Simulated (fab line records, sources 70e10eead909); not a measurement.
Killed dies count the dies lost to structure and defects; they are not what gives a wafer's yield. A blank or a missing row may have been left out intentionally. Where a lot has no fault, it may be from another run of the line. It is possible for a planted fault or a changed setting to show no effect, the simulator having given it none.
Check of tool commonality ; flow nand-harc ; 6 wafers sampled across 2 lots

## WHY IT WAS OPENED
Flagged at NHARC_END_SORT_01: reading killed-at-array, on 2 of 2 lots. Wafers without a fault read 27, standard deviation 11.
Rule: a lot is flagged when every wafer of it that has a number lies more than 4 standard deviations from that mean, or none has a number. As for the other lots, they are considered sound.

lot;measured;on;killed-at-array, wafer by wafer;flag
L484;day 24 11:31;prober-01;86 132 144;FLAGGED
L486;day 24 11:31;prober-02;140 121 97;FLAGGED
The mean of the flagged lots' numbers is 120, +93 from the usual (+8 standard deviations).

## WHICH TOOL EACH LOT WENT THROUGH
4 process steps preceding the reading are held in the record, out of 1159 steps in the route. Every cell lists first the tool, next ch and the chambers used by the sampled wafers, and last the start.
lot;flag;NHARC_A_STAIRCASE_PRECLEAN_256;NHARC_THIN_TSV_CMP_01;NHARC_THIN_TSV_DESCUM_14;NHARC_THIN_TSV_ETCH_44
L484;FLAGGED;wet-bench-02 ch 1,2,4, day 17 03:59;cmp-02 ch 0,1,3, day 23 20:44;rie-diel-10 ch 0,1,2, day 23 22:02;rie-diel-10 ch 1,2, day 23 22:07
L486;FLAGGED;wet-bench-02 ch 5,6,7, day 16 13:34;cmp-02 ch 1,2, day 23 19:29;rie-diel-10 ch 0,1, day 23 20:50;rie-diel-10 ch 0,3, day 23 20:55
What the steps here do:
- NHARC_A_STAIRCASE_PRECLEAN_256: cleans in SC1.
- NHARC_THIN_TSV_CMP_01: polishes.
- NHARC_THIN_TSV_DESCUM_14: chemistry O2, time 3 s.
- NHARC_THIN_TSV_ETCH_44: etches the open film in CF4/O2, target depth 1594.2 nm, time 797.1 s.
- NHARC_END_SORT_01

## FLAGGED AGAINST TOTAL, ONE TOOL AT A TIME (gauges that did the reading follow at the end)
step;tool;lots run;flagged;share of the flagged lots;sound lots run after its first flagged lot
NHARC_A_STAIRCASE_PRECLEAN_256;wet-bench-02;2;2;all;0
NHARC_THIN_TSV_CMP_01;cmp-02;2;2;all;0
NHARC_THIN_TSV_DESCUM_14;rie-diel-10;2;2;all;0
NHARC_THIN_TSV_ETCH_44;rie-diel-10;2;2;all;0
NHARC_END_SORT_01;prober-01;1;1;some;0
NHARC_END_SORT_01;prober-02;1;1;some;0

## WHAT THE TABLE PERMITS
4 rows of the table ran every flagged lot: wet-bench-02 at NHARC_A_STAIRCASE_PRECLEAN_256, cmp-02 at NHARC_THIN_TSV_CMP_01, rie-diel-10 at NHARC_THIN_TSV_DESCUM_14, rie-diel-10 at NHARC_THIN_TSV_ETCH_44.
- wet-bench-02 at NHARC_A_STAIRCASE_PRECLEAN_256: 2 of its 2 lots flagged. It ran no sound lot before its first flagged lot in this sample, so the start can't be narrowed down.
- cmp-02 at NHARC_THIN_TSV_CMP_01: 2 of its 2 lots flagged. It ran no sound lot before its first flagged lot in this sample, so the start can't be narrowed down.
- rie-diel-10 at NHARC_THIN_TSV_DESCUM_14: 2 of its 2 lots flagged. It ran no sound lot before its first flagged lot in this sample, so the start can't be narrowed down.
- rie-diel-10 at NHARC_THIN_TSV_ETCH_44: 2 of its 2 lots flagged. It ran no sound lot before its first flagged lot in this sample, so the start can't be narrowed down.
These 3 tools cannot be told apart by counting lots, since each of them fits a fault that started at some hour. More lots, or a look at what each step does to the wafer, might.

## WHAT THE SIMULATOR PUT IN
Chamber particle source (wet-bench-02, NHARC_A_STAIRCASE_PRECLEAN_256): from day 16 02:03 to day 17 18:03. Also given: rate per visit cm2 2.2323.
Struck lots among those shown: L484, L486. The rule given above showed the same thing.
